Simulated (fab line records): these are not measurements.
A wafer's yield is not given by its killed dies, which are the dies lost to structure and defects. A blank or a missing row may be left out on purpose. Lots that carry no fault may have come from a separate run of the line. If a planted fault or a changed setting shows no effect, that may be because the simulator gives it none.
Chamber matching	flow n5Finfet	4 sister chambers for N5_BEOL_M15_TRENCH_ETCH_34 on rieDiel-04
The step etches SiO2 in C4F8/O2/Ar, target depth 872.93 nm, time 199 s. 18 wafers are shown with their chamber, then 9 later ones without.

WAFERS, EACH WITH ITS CHAMBER
wafer	chamber	rfVppV (V)	throttleValvePct (%)	showerheadPlenumPTorr (Torr)
L074.3	1	2211	31.13	3.62
L074.4	3	2240	31.24	3.57
L074.6	2	2227	30.74	3.38
L079.1	3	2239	31.25	3.56
L079.5	0	2218	30.97	3.41
L079.6	3	2241	31.24	3.56
L084.3	1	2208	31.14	3.61
L084.5	0	2218	30.99	3.40
L084.6	3	2240	31.25	3.55
L087.3	1	2208	31.14	3.60
L087.4	3	2238	31.26	3.55
L087.6	0	2218	31.00	3.40
L082.4	1	2207	31.15	3.60
L082.5	1	2208	31.12	3.60
L082.6	2	2227	30.77	3.36
L086.4	2	2227	30.75	3.36
L086.5	2	2227	30.77	3.36
L086.6	3	2239	31.25	3.55

SIGNATURES (means of the wafers above)
reading	chamber 0	chamber 1	chamber 2	chamber 3	scatter within a chamber
rfVppV	2218.00	2208.40	2227.00	2239.50	1.02
throttleValvePct	30.9867	31.1360	30.7575	31.2483	0.0118
showerheadPlenumPTorr	3.4033	3.6060	3.3650	3.5567	0.00854
Rule: distance of a wafer from a chamber = root of the sum over the readings of ((wafer's reading minus chamber's mean) / reading's scatter) squared. The wafer belongs to the nearest chamber; if the next one is less than 2 further off, it can't be placed. The scatter is the square root of a quotient: the sum, over the shown wafers, of each reading's squared deviation from its chamber's mean, divided by wafers minus chambers.

WAFERS WHOSE CHAMBER IS MISSING
wafer	rfVppV (V)	throttleValvePct (%)	showerheadPlenumPTorr (Torr)
L091.1	2240	31.28	3.55
L091.2	2209	31.18	3.60
L091.3	2226	30.78	3.36
L093.1	2239	31.27	3.55
L093.2	2208	31.15	3.59
L093.4	2206	31.17	3.59
L094.2	2226	30.77	3.35
L094.5	2208	31.18	3.59
L094.6	2238	31.27	3.55

WHICH CHAMBER EACH ONE RAN IN
wafer	from the rows above	in truth
L091.1	3	3
L091.2	1	1
L091.3	2	2
L093.1	3	3
L093.2	1	1
L093.4	1	1
L094.2	2	2
L094.5	1	1
L094.6	3	3
Placed correctly: 9 of 9. Left unplaced by these rows: 0. Number placed wrongly: 0.
